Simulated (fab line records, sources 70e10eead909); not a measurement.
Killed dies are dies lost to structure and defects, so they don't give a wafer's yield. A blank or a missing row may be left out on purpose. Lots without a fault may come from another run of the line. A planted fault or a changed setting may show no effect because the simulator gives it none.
Which tool did it? | flow nand_harc | 11 lots, 33 wafers sampled, at 5 steps of a route of 1159

WHAT THE GAUGES READ, wafer by wafer
NHARC_END_SORT_01. Usual: killed_at_array 27, standard deviation 10; killed_at_other 0.6, standard deviation 0.96; killed_at_periphery 3.4, standard deviation 2.7; killed_dies 31, standard deviation 10; killed_open 2.9, standard deviation 1.8; killed_short 1.8, standard deviation 1.4.
lot  | measured     | on        | killed_at_array | killed_at_other | killed_at_periphery | killed_dies | killed_open | killed_short | flag
L194 | day 20 02:56 | prober-01 | 14 14 15        | 1 0 0           | 5 6 4               | 20 20 19    | 1 2 4       | 0 3 1        |
L200 | day 20 16:58 | prober-01 | 32 34 47        | 0 0 0           | 2 1 4               | 34 35 51    | 2 1 3       | 3 0 1        |
L201 | day 21 21:16 | prober-01 | 35 35 35        | 0 0 0           | 2 7 9               | 37 42 44    | 1 5 7       | 1 2 0        |
L202 | day 21 12:47 | prober-01 | 499 14 17       | 1 0 1           | 8 12 12             | 508 26 30   | 1 1 3       | 2 5 1        | OFF
L204 | day 21 12:47 | prober-02 | 15 18 15        | 2 0 2           | 2 2 0               | 19 20 17    | 2 1 1       | 3 2 0        |
L203 | day 21 22:05 | prober-02 | 45 42 44        | 0 1 0           | 1 3 3               | 46 46 47    | 6 2 5       | 1 1 1        |
L206 | day 22 05:33 | prober-01 | 488 12 557      | 3 1 4           | 2 2 4               | 493 15 565  | 3 3 6       | 2 1 2        | OFF
L207 | day 22 14:59 | prober-01 | 19 23 23        | 1 0 2           | 2 1 0               | 22 24 25    | 3 3 1       | 1 2 0        |
L214 | day 24 11:37 | prober-02 | 35 28 31        | 1 0 0           | 3 5 1               | 39 33 32    | 1 4 2       | 2 1 1        |
L216 | day 25 03:55 | prober-02 | 30 30 35        | 0 1 1           | 6 6 4               | 36 37 40    | 3 5 3       | 2 1 0        |
L217 | day 25 17:16 | prober-02 | 36 20 29        | 1 4 2           | 8 10 8              | 45 34 39    | 3 3 3       | 3 1 2        |

WHICH TOOL RAN EACH LOT (tool, then ch and the chambers of the sampled wafers, then the start)
lot  | NHARC_A_STAIRCASE_ETCH_452                    | NHARC_A_STAIRCASE_DEP_301       | NHARC_A_STAIRCASE_HM_OPEN_463      | NHARC_A_STAIRCASE_ETCH_315
L194 | rie_diel-08 ch 1,2,3, day 11 22:54 or earlier | pecvd-01 ch 0,2, day 11 22:54   | rie_diel-01 ch 1,2,3, day 12 00:08 | rie_diel-01 ch 1,2, day 20 02:56 or earlier
L200 | rie_diel-08 ch 0,2,3, day 13 11:28 or earlier | pecvd-02 ch 0,1,2, day 13 11:28 | rie_diel-08 ch 0,1,3, day 13 12:44 | rie_diel-08 ch 1,2,3, day 20 16:58 or earlier
L201 | rie_diel-03 ch 1,3, day 13 21:52 or earlier   | pecvd-03 ch 1,2, day 13 21:52   | rie_diel-08 ch 0,2, day 13 23:05   | rie_diel-08 ch 0,1,2, day 21 21:16 or earlier
L202 | rie_diel-01 ch 0,1,3, day 13 23:35 or earlier | pecvd-03 ch 1,2, day 13 23:35   | rie_diel-08 ch 0,1,2, day 14 00:46 | rie_diel-08 ch 0,1, day 21 12:47 or earlier
L204 | rie_diel-01 ch 0,1, day 14 01:26 or earlier   | pecvd-03 ch 0,1,2, day 14 01:26 | rie_diel-03 ch 0,1,3, day 14 02:35 | rie_diel-03 ch 1,3, day 21 12:47 or earlier
L203 | rie_diel-01 ch 0,3, day 14 02:52 or earlier   | pecvd-01 ch 0,1, day 14 02:52   | rie_diel-01 ch 2,3, day 14 04:56   | rie_diel-01 ch 0,1,3, day 21 22:05 or earlier
L206 | rie_diel-03 ch 0,1, day 15 01:53 or earlier   | pecvd-01 ch 0,1, day 15 01:53   | rie_diel-08 ch 0,2,3, day 15 03:14 | rie_diel-08 ch 0,3, day 22 05:33 or earlier
L207 | rie_diel-03 ch 0,1,3, day 15 03:29 or earlier | pecvd-03 ch 0,1, day 15 03:29   | rie_diel-03 ch 0,1,2, day 15 04:44 | rie_diel-03 ch 1,2, day 22 14:59 or earlier
L214 | rie_diel-08 ch 0,2,3, day 17 02:47 or earlier | pecvd-01 ch 0,1,2, day 17 02:47 | rie_diel-03 ch 0,2,3, day 17 03:53 | rie_diel-03 ch 0,2,3, day 24 11:37 or earlier
L216 | rie_diel-03 ch 0,1,2, day 17 08:09 or earlier | pecvd-02 ch 0,1, day 17 08:09   | rie_diel-08 ch 1,2,3, day 17 09:25 | rie_diel-08 ch 0,1,2, day 25 03:55 or earlier
L217 | rie_diel-01 ch 0,2,3, day 17 21:55 or earlier | pecvd-01 ch 0,1, day 17 21:55   | rie_diel-08 ch 1,2, day 17 23:02   | rie_diel-08 ch 0,2, day 25 17:16 or earlier
- NHARC_A_STAIRCASE_ETCH_452: etches the open film in CF4/O2, target depth 30 nm, overetch 3 nm, time 16.5 s.
- NHARC_A_STAIRCASE_DEP_301: deposits SiON, target thk 30 nm.
- NHARC_A_STAIRCASE_HM_OPEN_463: chemistry O2/COS.
- NHARC_A_STAIRCASE_ETCH_315: etches the open film in C4F8/O2/Ar, target depth 2500 nm, time 607.1 s.

WHAT THE TOOLS THEMSELVES READ (means of the sampled wafers that have a number; where no wafer has one, the mark that the record gives instead)
NHARC_A_STAIRCASE_ETCH_452. Usual: chamber_pressure_mTorr 30.002 mTorr, standard deviation 0.025; drypump_motor_current_A 5.9 A, standard deviation 0.42; oes_ar_750_au 1.000 a.u., standard deviation 0.0043; oes_product_au 1.005 a.u., standard deviation 0.014; rf_vpp_V 197.8 V, standard deviation 1.4; showerhead_plenum_p_Torr 1.33 Torr, standard deviation 0.053; throttle_valve_pct 13.397 %, standard deviation 0.0099.
lot  | tool        | chamber_pressure_mTorr (mTorr) | drypump_motor_current_A (A) | oes_ar_750_au (a.u.) | oes_product_au (a.u.) | rf_vpp_V (V) | showerhead_plenum_p_Torr (Torr) | throttle_valve_pct (%) | flag
L194 | rie_diel-08 | 29.990                         | 6.3                         | 1.003                | 1.021                 | 196.9        | 1.31                            | 13.403                 |
L200 | rie_diel-08 | 29.998                         | 6.3                         | 0.999                | 1.021                 | 197.2        | 1.32                            | 13.408                 |
L201 | rie_diel-03 | 30.008                         | 5.7                         | 0.997                | 0.993                 | 197.0        | 1.31                            | 13.393                 |
L202 | rie_diel-01 | 30.006                         | 5.4                         | 0.998                | 0.989                 | 197.6        | 1.35                            | 13.401                 |
L204 | rie_diel-01 | 29.987                         | 5.6                         | 1.001                | 0.994                 | 196.9        | 1.30                            | 13.410                 |
L203 | rie_diel-01 | 29.993                         | 5.3                         | 0.999                | 1.002                 | 198.4        | 1.34                            | 13.389                 |
L206 | rie_diel-03 | 29.986                         | 5.7                         | 0.999                | 1.001                 | 198.3        | 1.34                            | 13.398                 |
L207 | rie_diel-03 | 29.989                         | 5.7                         | 0.993                | 0.998                 | 196.8        | 1.32                            | 13.396                 |
L214 | rie_diel-08 | 30.021                         | 6.3                         | 1.001                | 1.016                 | 198.6        | 1.32                            | 13.404                 |
L216 | rie_diel-03 | 30.032                         | 5.6                         | 1.002                | 0.997                 | 197.8        | 1.33                            | 13.401                 |
L217 | rie_diel-01 | 30.011                         | 5.8                         | 1.000                | 0.987                 | 199.7        | 1.41                            | 13.394                 |

NHARC_A_STAIRCASE_DEP_301. Usual: heater_power_w 716 W, standard deviation 78; susceptor_temp_C 399.98 C, standard deviation 0.23.
lot  | tool     | heater_power_w (W) | susceptor_temp_C (C) | flag
L194 | pecvd-01 | 771                | 399.87               |
L200 | pecvd-02 | 697                | 400.13               |
L201 | pecvd-03 | 734                | 400.17               |
L202 | pecvd-03 | 705                | 399.95               |
L204 | pecvd-03 | 751                | 399.93               |
L203 | pecvd-01 | 686                | 400.12               |
L206 | pecvd-01 | 676                | 400.11               |
L207 | pecvd-03 | 719                | 399.98               |
L214 | pecvd-01 | 703                | 399.84               |
L216 | pecvd-02 | 691                | 400.20               |
L217 | pecvd-01 | 705                | 399.86               |

NHARC_A_STAIRCASE_HM_OPEN_463. Usual: chamber_pressure_mTorr 20.000 mTorr, standard deviation 0.018; drypump_motor_current_A 5.9 A, standard deviation 0.46; oes_product_au 1.003 a.u., standard deviation 0.015; rf_vpp_V 467.6 V, standard deviation 2.9; showerhead_plenum_p_Torr 3.14 Torr, standard deviation 0.13; throttle_valve_pct 28.330 %, standard deviation 0.0084.
lot  | tool        | chamber_pressure_mTorr (mTorr) | drypump_motor_current_A (A) | oes_product_au (a.u.) | rf_vpp_V (V) | showerhead_plenum_p_Torr (Torr) | throttle_valve_pct (%) | flag
L194 | rie_diel-01 | 20.008                         | 5.5                         | 0.995                 | 470.2        | 3.30                            | 28.325                 |
L200 | rie_diel-08 | 19.990                         | 6.2                         | 1.025                 | 465.2        | 3.04                            | 28.332                 |
L201 | rie_diel-08 | 19.997                         | 6.2                         | 1.017                 | 468.4        | 3.14                            | 28.328                 |
L202 | rie_diel-08 | 19.992                         | 6.2                         | 0.989                 | 466.1        | 3.11                            | 28.320                 |
L204 | rie_diel-03 | 19.978                         | 5.7                         | 0.995                 | 466.8        | 3.10                            | 28.333                 |
L203 | rie_diel-01 | 19.982                         | 5.5                         | 0.993                 | 469.9        | 3.26                            | 28.319                 |
L206 | rie_diel-08 | 19.991                         | 6.3                         | 0.974                 | 466.6        | 3.08                            | 28.340                 |
L207 | rie_diel-03 | 20.000                         | 5.6                         | 1.004                 | 466.7        | 3.13                            | 28.332                 |
L214 | rie_diel-03 | 20.002                         | 5.6                         | 1.001                 | 467.9        | 3.14                            | 28.332                 |
L216 | rie_diel-08 | 19.993                         | 6.3                         | 1.008                 | 465.3        | 3.04                            | 28.324                 |
L217 | rie_diel-08 | 19.991                         | 6.2                         | 1.011                 | 467.0        | 3.10                            | 28.333                 |

NHARC_A_STAIRCASE_ETCH_315. Usual: chamber_pressure_mTorr 25.000 mTorr, standard deviation 0.022; oes_product_au 0.936 a.u., standard deviation 0.016; rf_vpp_V 1829 V, standard deviation 11.
lot  | tool        | chamber_pressure_mTorr (mTorr) | oes_product_au (a.u.) | rf_vpp_V (V) | flag
L194 | rie_diel-01 | 25.001                         | 0.910                 | 1844         |
L200 | rie_diel-08 | 24.995                         | 0.946                 | 1821         |
L201 | rie_diel-08 | 25.020                         | 0.930                 | 1825         |
L202 | rie_diel-08 | 24.988                         | 0.949                 | 1824         |
L204 | rie_diel-03 | 25.004                         | 0.932                 | 1821         |
L203 | rie_diel-01 | 25.018                         | 0.932                 | 1829         |
L206 | rie_diel-08 | 24.979                         | 0.965                 | 1819         |
L207 | rie_diel-03 | 25.020                         | 0.934                 | 1823         |
L214 | rie_diel-03 | 24.991                         | 0.934                 | 1829         |
L216 | rie_diel-08 | 25.022                         | 0.941                 | 1824         |
L217 | rie_diel-08 | 25.018                         | 0.947                 | 1827         |

THE ANSWER, worked out from the rows above alone
Rule: a lot is off if the mean of its wafers that have a number lies more than 3 standard deviations from the usual mean. A lot without any number at a reading at which 4 lots or more have one is off too. The other lots that the step has rows for count as sound. The gauges are gone through in route order, then the tools' own readings, and for those a lot's mean is taken as printed above. The first step at which some lot is off is used, and at that step the reading that is off furthest; a lot without a number counts as furthest.
Off: L202, L206, at NHARC_END_SORT_01 (killed_dies).
A tool fits if, at a process step before that reading, it ran every lot that is off, and no sound lot after the first of them. The gauges at NHARC_END_SORT_01 are tried like those tools. NHARC_A_STAIRCASE_ETCH_452 gives no start for some lots, so the hours and the order of its lots are those of NHARC_A_STAIRCASE_DEP_301. NHARC_A_STAIRCASE_ETCH_315 gives no start for some lots, so the hours and the order of its lots are those of NHARC_END_SORT_01. None of those tried fits.

WHAT THE SIMULATOR HAD PUT IN
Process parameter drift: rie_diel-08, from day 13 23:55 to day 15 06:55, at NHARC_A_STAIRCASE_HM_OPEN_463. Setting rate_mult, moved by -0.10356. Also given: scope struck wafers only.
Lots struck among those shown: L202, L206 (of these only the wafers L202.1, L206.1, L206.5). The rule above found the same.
